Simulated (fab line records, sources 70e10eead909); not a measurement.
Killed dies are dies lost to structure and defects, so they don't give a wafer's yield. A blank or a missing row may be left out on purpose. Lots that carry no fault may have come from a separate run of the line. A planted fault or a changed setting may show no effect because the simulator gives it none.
Which tool is to blame? || flow nandHarc || 13 lots with 39 wafers sampled at 5 steps, on a route of 1159 steps

## WHAT EACH GAUGE READ, for each wafer
NHARC_END_SORT_01.
{"lot": "L663", "measured": "day 24 04:02", "on": "prober-01", "killedAtArray": "677 674 677", "killedAtOther": "0 0 0", "killedAtPeriphery": "0 3 0", "killedDies": "677 677 677", "killedOpen": "4 3 0", "killedShort": "1 5 5"}
{"lot": "L665", "measured": "day 24 04:02", "on": "prober-02", "killedAtArray": "675 671 676", "killedAtOther": "0 0 0", "killedAtPeriphery": "2 6 1", "killedDies": "677 677 677", "killedOpen": "4 4 1", "killedShort": "0 1 0"}
{"lot": "L664", "measured": "day 24 11:01", "on": "prober-01", "killedAtArray": "670 674 674", "killedAtOther": "1 0 0", "killedAtPeriphery": "6 3 3", "killedDies": "677 677 677", "killedOpen": "5 5 2", "killedShort": "3 4 3"}

## EACH LOT AND THE TOOL THAT RAN IT (in order: tool; ch and the chambers of the sampled wafers; start)
{"lot": "L644", "NHARC_A_STAIRCASE_STRIP_476": "rieDiel-11 ch 0,1,3, day 12 10:49", "NHARC_A_STAIRCASE_DEP_417": "pecvd-02 ch 0,2, day 12 11:00", "NHARC_A_STAIRCASE_DEP_325": "pecvd-03 ch 0,1, day 13 18:26", "NHARC_A_STAIRCASE_STRIP_446": "plasmaAsher-01 ch 0, day 14 05:28"}
{"lot": "L645", "NHARC_A_STAIRCASE_STRIP_476": "rieDiel-10 ch 0,2,3, day 12 13:01", "NHARC_A_STAIRCASE_DEP_417": "pecvd-03 ch 0,1, day 12 13:07", "NHARC_A_STAIRCASE_DEP_325": "pecvd-02 ch 1,2, day 13 18:21", "NHARC_A_STAIRCASE_STRIP_446": "plasmaAsher-02 ch 0,1, day 14 06:01"}
{"lot": "L646", "NHARC_A_STAIRCASE_STRIP_476": "rieDiel-09 ch 0,2, day 12 15:26", "NHARC_A_STAIRCASE_DEP_417": "pecvd-02 ch 0,1,2, day 12 15:35", "NHARC_A_STAIRCASE_DEP_325": "pecvd-04 ch 0,1,2, day 13 18:26", "NHARC_A_STAIRCASE_STRIP_446": "plasmaAsher-02 ch 0,1, day 14 05:15"}
{"lot": "L649", "NHARC_A_STAIRCASE_STRIP_476": "rieDiel-09 ch 1,2,3, day 12 18:35", "NHARC_A_STAIRCASE_DEP_417": "pecvd-04 ch 0,1, day 12 18:43", "NHARC_A_STAIRCASE_DEP_325": "pecvd-02 ch 0,1,2, day 13 23:58", "NHARC_A_STAIRCASE_STRIP_446": "plasmaAsher-01 ch 0,1, day 14 10:17"}
{"lot": "L648", "NHARC_A_STAIRCASE_STRIP_476": "rieDiel-11 ch 1,2, day 12 19:34", "NHARC_A_STAIRCASE_DEP_417": "pecvd-02 ch 0,1,2, day 12 19:43", "NHARC_A_STAIRCASE_DEP_325": "pecvd-04 ch 0,2, day 14 00:03", "NHARC_A_STAIRCASE_STRIP_446": "plasmaAsher-02 ch 0,1, day 14 10:20"}
{"lot": "L647", "NHARC_A_STAIRCASE_STRIP_476": "rieDiel-10 ch 0,1, day 13 01:12", "NHARC_A_STAIRCASE_DEP_417": "pecvd-04 ch 0,2, day 13 01:20", "NHARC_A_STAIRCASE_DEP_325": "pecvd-02 ch 1,2, day 14 05:11", "NHARC_A_STAIRCASE_STRIP_446": "plasmaAsher-01 ch 0,1, day 14 17:40"}
{"lot": "L650", "NHARC_A_STAIRCASE_STRIP_476": "rieDiel-10 ch 0,2,3, day 13 17:46", "NHARC_A_STAIRCASE_DEP_417": "pecvd-02 ch 1,2, day 13 17:55", "NHARC_A_STAIRCASE_DEP_325": "pecvd-03 ch 1,2, day 15 00:44", "NHARC_A_STAIRCASE_STRIP_446": "plasmaAsher-02 ch 0, day 15 08:40"}
{"lot": "L655", "NHARC_A_STAIRCASE_STRIP_476": "rieDiel-11 ch 2,3, day 15 07:44", "NHARC_A_STAIRCASE_DEP_417": "pecvd-03 ch 0,1,2, day 15 08:02", "NHARC_A_STAIRCASE_DEP_325": "pecvd-03 ch 0,1,2, day 16 10:05", "NHARC_A_STAIRCASE_STRIP_446": "plasmaAsher-02 ch 0,1, day 16 20:07"}
{"lot": "L661", "NHARC_A_STAIRCASE_STRIP_476": "rieDiel-11 ch 0,1,3, day 16 01:44", "NHARC_A_STAIRCASE_DEP_417": "pecvd-03 ch 0,1,2, day 16 01:50", "NHARC_A_STAIRCASE_DEP_325": "pecvd-04 ch 0,1,2, day 17 05:53", "NHARC_A_STAIRCASE_STRIP_446": "plasmaAsher-02 ch 0,1, day 17 17:52"}
{"lot": "L663", "NHARC_A_STAIRCASE_STRIP_476": "rieDiel-09 ch 0,1,2, day 16 19:54", "NHARC_A_STAIRCASE_DEP_417": "pecvd-02 ch 0,1, day 16 20:24", "NHARC_A_STAIRCASE_DEP_325": "pecvd-03 ch 1,2, day 18 01:08", "NHARC_A_STAIRCASE_STRIP_446": "plasmaAsher-02 ch 0,1, day 18 13:50"}
{"lot": "L665", "NHARC_A_STAIRCASE_STRIP_476": "rieDiel-10 ch 1,2,3, day 16 23:29", "NHARC_A_STAIRCASE_DEP_417": "pecvd-03 ch 1,2, day 16 23:37", "NHARC_A_STAIRCASE_DEP_325": "pecvd-02 ch 1,2, day 18 01:14", "NHARC_A_STAIRCASE_STRIP_446": "plasmaAsher-02 ch 0,1, day 18 13:33"}
{"lot": "L664", "NHARC_A_STAIRCASE_STRIP_476": "rieDiel-10 ch 2,3, day 17 00:32", "NHARC_A_STAIRCASE_DEP_417": "pecvd-03 ch 1,2, day 17 00:38", "NHARC_A_STAIRCASE_DEP_325": "pecvd-04 ch 0,1,2, day 18 01:09", "NHARC_A_STAIRCASE_STRIP_446": "plasmaAsher-02 ch 0,1, day 18 13:13"}
{"lot": "L667", "NHARC_A_STAIRCASE_STRIP_476": "rieDiel-10 ch 0,2,3, day 17 22:29", "NHARC_A_STAIRCASE_DEP_417": "pecvd-03 ch 1,2, day 17 22:37", "NHARC_A_STAIRCASE_DEP_325": "pecvd-04 ch 0,2, day 19 02:29", "NHARC_A_STAIRCASE_STRIP_446": "plasmaAsher-01 ch 0,1, day 19 12:35"}
- NHARC_A_STAIRCASE_STRIP_476: strips in O2, time 20 s.
- NHARC_A_STAIRCASE_DEP_417: deposits Si3N4, target thk 60 nm.
- NHARC_A_STAIRCASE_DEP_325: deposits SiO2, target thk 3800 nm.
- NHARC_A_STAIRCASE_STRIP_446: strips in O2.

## AS READ BY THE TOOLS THEMSELVES (means over the sampled wafers that have a number; for cases with no such wafer, the mark the record gives instead)
NHARC_A_STAIRCASE_STRIP_476.
{"lot": "L644", "tool": "rieDiel-11", "drypumpMotorCurrentA (A)": 6.0, "o2FlowSccm (sccm)": 500.8, "oesProductAu (a.u.)": 0.993, "rfVppV (V)": 58.0, "showerheadPlenumPTorr (Torr)": 3.59, "throttleValvePct (%)": 17.038}
{"lot": "L645", "tool": "rieDiel-10", "drypumpMotorCurrentA (A)": 5.6, "o2FlowSccm (sccm)": 499.4, "oesProductAu (a.u.)": 1.004, "rfVppV (V)": 58.2, "showerheadPlenumPTorr (Torr)": 3.43, "throttleValvePct (%)": 17.036}
{"lot": "L646", "tool": "rieDiel-09", "drypumpMotorCurrentA (A)": 5.5, "o2FlowSccm (sccm)": 499.7, "oesProductAu (a.u.)": 1.009, "rfVppV (V)": 57.6, "showerheadPlenumPTorr (Torr)": 3.51, "throttleValvePct (%)": 17.042}
{"lot": "L649", "tool": "rieDiel-09", "drypumpMotorCurrentA (A)": 5.3, "o2FlowSccm (sccm)": 500.9, "oesProductAu (a.u.)": 1.013, "rfVppV (V)": 58.4, "showerheadPlenumPTorr (Torr)": 3.51, "throttleValvePct (%)": 17.035}
{"lot": "L648", "tool": "rieDiel-11", "drypumpMotorCurrentA (A)": 5.9, "o2FlowSccm (sccm)": 499.9, "oesProductAu (a.u.)": 0.998, "rfVppV (V)": 58.2, "showerheadPlenumPTorr (Torr)": 3.64, "throttleValvePct (%)": 17.043}
{"lot": "L647", "tool": "rieDiel-10", "drypumpMotorCurrentA (A)": 5.2, "o2FlowSccm (sccm)": 499.9, "oesProductAu (a.u.)": 0.996, "rfVppV (V)": 57.8, "showerheadPlenumPTorr (Torr)": 3.57, "throttleValvePct (%)": 17.038}
{"lot": "L650", "tool": "rieDiel-10", "drypumpMotorCurrentA (A)": 5.6, "o2FlowSccm (sccm)": 498.9, "oesProductAu (a.u.)": 0.995, "rfVppV (V)": 57.4, "showerheadPlenumPTorr (Torr)": 3.43, "throttleValvePct (%)": 17.027}
{"lot": "L655", "tool": "rieDiel-11", "drypumpMotorCurrentA (A)": 5.6, "o2FlowSccm (sccm)": 499.2, "oesProductAu (a.u.)": 0.991, "rfVppV (V)": 58.5, "showerheadPlenumPTorr (Torr)": 3.67, "throttleValvePct (%)": 17.027}
{"lot": "L661", "tool": "rieDiel-11", "drypumpMotorCurrentA (A)": 6.0, "o2FlowSccm (sccm)": 499.2, "oesProductAu (a.u.)": 0.994, "rfVppV (V)": 58.4, "showerheadPlenumPTorr (Torr)": 3.57, "throttleValvePct (%)": 17.044}
{"lot": "L663", "tool": "rieDiel-09", "drypumpMotorCurrentA (A)": 5.2, "o2FlowSccm (sccm)": 498.9, "oesProductAu (a.u.)": 0.999, "rfVppV (V)": 57.8, "showerheadPlenumPTorr (Torr)": 3.53, "throttleValvePct (%)": 17.048}
{"lot": "L665", "tool": "rieDiel-10", "drypumpMotorCurrentA (A)": 5.5, "o2FlowSccm (sccm)": 500.2, "oesProductAu (a.u.)": 1.006, "rfVppV (V)": 57.5, "showerheadPlenumPTorr (Torr)": 3.62, "throttleValvePct (%)": 17.039}
{"lot": "L664", "tool": "rieDiel-10", "drypumpMotorCurrentA (A)": 5.9, "o2FlowSccm (sccm)": 499.4, "oesProductAu (a.u.)": 1.006, "rfVppV (V)": 57.5, "showerheadPlenumPTorr (Torr)": 3.68, "throttleValvePct (%)": 17.039}
{"lot": "L667", "tool": "rieDiel-10", "drypumpMotorCurrentA (A)": 5.6, "o2FlowSccm (sccm)": 498.9, "oesProductAu (a.u.)": 1.003, "rfVppV (V)": 58.3, "showerheadPlenumPTorr (Torr)": 3.58, "throttleValvePct (%)": 17.036}

NHARC_A_STAIRCASE_DEP_417.
{"lot": "L644", "tool": "pecvd-02", "heaterPowerOuterW (W)": 452, "heaterPowerW (W)": 819}
{"lot": "L645", "tool": "pecvd-03", "heaterPowerOuterW (W)": 389, "heaterPowerW (W)": 628}
{"lot": "L646", "tool": "pecvd-02", "heaterPowerOuterW (W)": 438, "heaterPowerW (W)": 746}
{"lot": "L649", "tool": "pecvd-04", "heaterPowerOuterW (W)": 409, "heaterPowerW (W)": 656}
{"lot": "L648", "tool": "pecvd-02", "heaterPowerOuterW (W)": 434, "heaterPowerW (W)": 755}
{"lot": "L647", "tool": "pecvd-04", "heaterPowerOuterW (W)": 409, "heaterPowerW (W)": 703}
{"lot": "L650", "tool": "pecvd-02", "heaterPowerOuterW (W)": 477, "heaterPowerW (W)": 819}
{"lot": "L655", "tool": "pecvd-03", "heaterPowerOuterW (W)": 446, "heaterPowerW (W)": 740}
{"lot": "L661", "tool": "pecvd-03", "heaterPowerOuterW (W)": 438, "heaterPowerW (W)": 738}
{"lot": "L663", "tool": "pecvd-02", "heaterPowerOuterW (W)": 427, "heaterPowerW (W)": 710}
{"lot": "L665", "tool": "pecvd-03", "heaterPowerOuterW (W)": 520, "heaterPowerW (W)": 847}
{"lot": "L664", "tool": "pecvd-03", "heaterPowerOuterW (W)": 446, "heaterPowerW (W)": 756}
{"lot": "L667", "tool": "pecvd-03", "heaterPowerOuterW (W)": 516, "heaterPowerW (W)": 891}

NHARC_A_STAIRCASE_DEP_325.
{"lot": "L644", "tool": "pecvd-03", "heaterPowerOuterW (W)": 364, "heaterPowerW (W)": 595, "mfcPrecursorSccm (sccm)": 200.0}
{"lot": "L645", "tool": "pecvd-02", "heaterPowerOuterW (W)": 418, "heaterPowerW (W)": 744, "mfcPrecursorSccm (sccm)": 200.6}
{"lot": "L646", "tool": "pecvd-04", "heaterPowerOuterW (W)": 410, "heaterPowerW (W)": 682, "mfcPrecursorSccm (sccm)": 200.0}
{"lot": "L649", "tool": "pecvd-02", "heaterPowerOuterW (W)": 401, "heaterPowerW (W)": 700, "mfcPrecursorSccm (sccm)": 199.8}
{"lot": "L648", "tool": "pecvd-04", "heaterPowerOuterW (W)": 376, "heaterPowerW (W)": 664, "mfcPrecursorSccm (sccm)": 199.5}
{"lot": "L647", "tool": "pecvd-02", "heaterPowerOuterW (W)": 410, "heaterPowerW (W)": 703, "mfcPrecursorSccm (sccm)": 200.9}
{"lot": "L650", "tool": "pecvd-03", "heaterPowerOuterW (W)": 453, "heaterPowerW (W)": 799, "mfcPrecursorSccm (sccm)": 200.0}
{"lot": "L655", "tool": "pecvd-03", "heaterPowerOuterW (W)": 372, "heaterPowerW (W)": 639, "mfcPrecursorSccm (sccm)": 200.3}
{"lot": "L661", "tool": "pecvd-04", "heaterPowerOuterW (W)": 454, "heaterPowerW (W)": 768, "mfcPrecursorSccm (sccm)": 200.2}
{"lot": "L663", "tool": "pecvd-03", "heaterPowerOuterW (W)": "-", "heaterPowerW (W)": "-", "mfcPrecursorSccm (sccm)": "-"}
{"lot": "L665", "tool": "pecvd-02", "heaterPowerOuterW (W)": "-", "heaterPowerW (W)": "-", "mfcPrecursorSccm (sccm)": "-"}
{"lot": "L664", "tool": "pecvd-04", "heaterPowerOuterW (W)": "-", "heaterPowerW (W)": "-", "mfcPrecursorSccm (sccm)": "-"}
{"lot": "L667", "tool": "pecvd-04", "heaterPowerOuterW (W)": 420, "heaterPowerW (W)": 743, "mfcPrecursorSccm (sccm)": 200.9}

NHARC_A_STAIRCASE_STRIP_446.
{"lot": "L644", "tool": "plasmaAsher-01", "drypumpMotorCurrentA (A)": 5.1, "heaterPowerW (W)": 252, "rfReflPowerW (W)": 13}
{"lot": "L645", "tool": "plasmaAsher-02", "drypumpMotorCurrentA (A)": 5.6, "heaterPowerW (W)": 302, "rfReflPowerW (W)": 22}
{"lot": "L646", "tool": "plasmaAsher-02", "drypumpMotorCurrentA (A)": 5.4, "heaterPowerW (W)": 299, "rfReflPowerW (W)": 36}
{"lot": "L649", "tool": "plasmaAsher-01", "drypumpMotorCurrentA (A)": 5.8, "heaterPowerW (W)": 327, "rfReflPowerW (W)": 26}
{"lot": "L648", "tool": "plasmaAsher-02", "drypumpMotorCurrentA (A)": 5.5, "heaterPowerW (W)": 299, "rfReflPowerW (W)": 36}
{"lot": "L647", "tool": "plasmaAsher-01", "drypumpMotorCurrentA (A)": 5.8, "heaterPowerW (W)": 330, "rfReflPowerW (W)": "-"}
{"lot": "L650", "tool": "plasmaAsher-02", "drypumpMotorCurrentA (A)": 5.3, "heaterPowerW (W)": 293, "rfReflPowerW (W)": 49}
{"lot": "L655", "tool": "plasmaAsher-02", "drypumpMotorCurrentA (A)": 5.4, "heaterPowerW (W)": 288, "rfReflPowerW (W)": 36}
{"lot": "L661", "tool": "plasmaAsher-02", "drypumpMotorCurrentA (A)": 5.6, "heaterPowerW (W)": 294, "rfReflPowerW (W)": 23}
{"lot": "L663", "tool": "plasmaAsher-02", "drypumpMotorCurrentA (A)": 5.6, "heaterPowerW (W)": 290, "rfReflPowerW (W)": "-"}
{"lot": "L665", "tool": "plasmaAsher-02", "drypumpMotorCurrentA (A)": 5.5, "heaterPowerW (W)": 289, "rfReflPowerW (W)": 36}
{"lot": "L664", "tool": "plasmaAsher-02", "drypumpMotorCurrentA (A)": 5.4, "heaterPowerW (W)": 283, "rfReflPowerW (W)": "-"}
{"lot": "L667", "tool": "plasmaAsher-01", "drypumpMotorCurrentA (A)": 5.8, "heaterPowerW (W)": 332, "rfReflPowerW (W)": 25}

## THE ANSWER, worked out from the rows above alone
Rule: the usual values come from the lots themselves. Put in order of their means at a reading, lots are off if they are a third of the lots or fewer, leave a main group of 4 or more, and stand apart from it by a gap of 3 or more times the standard deviation of the main group's means; of several such gaps the widest counts. A main group is skipped when, at the precision printed for the reading in the tables above, its means are all equal. A lot without any number at a reading at which 4 lots or more have one is off too. All remaining lots with rows at the step are treated as sound. After the gauges, taken in route order, come the tools' own readings; for these a lot's mean is taken, as printed above. At the first step where some lot is off, the reading lying furthest off is the one used; lots without a number count as furthest.
Off: L663, L665, L664 (NHARC_A_STAIRCASE_DEP_325, heaterPowerOuterW). Without a number there: L663, L665, L664. Mean 408 W and standard deviation 29 in the main group.
A tool fits if, at that step or a process step before it, it ran every lot that is off, and no sound lot after the first of them. None of those tried fits.

## WHAT WAS PUT IN BY THE SIMULATOR
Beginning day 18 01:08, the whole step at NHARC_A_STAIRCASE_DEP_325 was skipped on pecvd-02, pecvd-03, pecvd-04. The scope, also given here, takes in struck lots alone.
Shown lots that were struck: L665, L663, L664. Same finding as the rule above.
